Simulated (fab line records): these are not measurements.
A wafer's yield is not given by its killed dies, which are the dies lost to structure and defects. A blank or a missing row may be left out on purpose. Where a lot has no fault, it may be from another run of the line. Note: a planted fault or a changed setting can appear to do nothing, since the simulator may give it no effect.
Lot-split experiment -- flow n5 finfet -- on a route of 1938 steps: 7 lots, 21 wafers read

THE SPLIT ITSELF
At N5_BEOL_M12_EXPOSE_07 (exposes mask V11), the setting dose mj was moved away from the recipe's 32.5 on 9 of the 21 wafers read, by -5.1% to +4.3%. The other wafers ran this setting at the recipe's value.

FROM THE SPLIT TO THE READING: what the file shows between them, 11 steps
- N5_BEOL_M12_PEB_08: peb time 90 s
- N5_BEOL_M12_DEVELOP_09: develop time 45 s
- N5_BEOL_M12_HARDBAKE_14: time 120 s
- N5_BEOL_M12_CD_MEAS_10: target cd 140 nm
- N5_BEOL_M12_DESCUM_15: chemistry O2, time 7.9 s
- N5_BEOL_M12_ETCH_59: etches BARC in N2/H2, target depth 89 nm, overetch 26.7 nm, time 67.9 s
- N5_BEOL_M12_VIA_ETCH_16: etches SiOC in C4F8/O2/Ar, target depth 724.8 nm
- N5_BEOL_M12_STRIP_63: strips in N2/H2
- N5_BEOL_M12_STRIP_64: strips in N2/H2
- N5_BEOL_M12_STRIP_71: strips in post etch residue remover, time 60 s
- N5_BEOL_M12_SRD_72: time 30 s, dry time 30 s

THE READING
Shown in nm: cd nm at N5_BEOL_M12_CD_MEAS_17, with target cd 140 nm. Fault-free wafers of this fab line usually give 139.6 nm, standard deviation 2.2 nm.

wafer,"tool, chamber at the split",dose mj as run,against the recipe,"cd nm, nm",against lot-mates on the recipe
L077.1,"krf scanner-02, 0",30.85,-5.1%,133.1,-8.4
L077.5,"krf scanner-02, 0",30.85,-5.1%,136.1,-5.4
L077.6,"krf scanner-02, 0",32.5,recipe,141.5,-
L078.4,"krf scanner-02, 0",33.71,+3.7%,142.4,+3.3
L078.5,"krf scanner-02, 0",32.5,recipe,140.3,-
L078.6,"krf scanner-02, 0",32.5,recipe,137.8,-
L080.1,"krf scanner-02, 0",32.5,recipe,145.4,-
L080.5,"krf scanner-02, 0",32.5,recipe,142.5,-
L080.6,"krf scanner-02, 0",32.5,recipe,142.9,-
L083.4,"krf scanner-01, 0",33.46,+3.0%,142.3,+3.5
L083.5,"krf scanner-01, 0",33.46,+3.0%,140.7,+1.9
L083.6,"krf scanner-01, 0",32.5,recipe,138.8,-
L084.2,"krf scanner-02, 0",32.5,recipe,139.4,-
L084.4,"krf scanner-02, 0",32.5,recipe,138.0,-
L084.6,"krf scanner-02, 0",32.5,recipe,138.1,-
L096.3,"krf scanner-02, 0",33.91,+4.3%,143.8,+6.3
L096.5,"krf scanner-02, 0",32.5,recipe,137.5,-
L096.6,"krf scanner-02, 0",33.91,+4.3%,143.4,+5.9
L097.2,"krf scanner-01, 0",33.56,+3.3%,146.4,+5.8
L097.4,"krf scanner-01, 0",33.56,+3.3%,147.1,+6.5
L097.5,"krf scanner-01, 0",32.5,recipe,140.6,-

THE FIT
A straight line over all 21 wafers: cd nm changes by +1.03 nm for each +1% of dose mj; r = +0.76; the points scatter about the line by 2.3 nm.
The same after taking each lot's own level away (the mean of its wafers on the recipe; 21 wafers): +1.35 nm for each +1%; r = +0.95; scatter 1.2 nm.
The reading moves by 6.9 nm for the largest change in dose mj, on that fit.
The lots' own levels span 137.50 to 143.60 nm, that is 2.8 times the standard deviation above.
So the lot-to-lot level blurs the effect unless lot-mates are compared.
Check: with one of the wafers moved furthest among these (-5.1%) left out of the fit, the line predicts -6.24 nm for it against its lot-mates. It came out at -8.4 nm against them.

OTHER SPLITS APPLIED TO THESE WAFERS
Before the reading, these wafers also passed through other splits. Each is held against what the fit with the lots' levels taken away leaves over:
other split on the same wafers,wafers away from the commonest value,r with cd nm (lot level and that fit taken away)
N5_BEOL_M8_COAT_05 spin rpm,5,-0.39
N5_BEOL_M10_ILD_DEP_00 time s,8,-0.27
N5_BEOL_M11_ILD_DEP_00 time s,4,-0.26
N5_BEOL_M11_PECVD_70 time s,4,+0.52
N5_BEOL_M12_COAT_04 spin rpm,7,+0.27

THE WHOLE CHAIN: every reading that the file lists as answering this split, in the file's order
step,what it does,reading,change (the file's fit),r (the file's)
N5_BEOL_M12_CD_MEAS_10,target cd 140 nm,cd nm,+1.21 nm for each +1% of the setting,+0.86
N5_BEOL_M12_CD_MEAS_17,target cd 140 nm,cd nm,+1.31 nm for each +1% of the setting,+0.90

THE FILE'S OWN FIT
cd nm changes by +1.31 nm for each +1% of dose mj, r = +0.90.
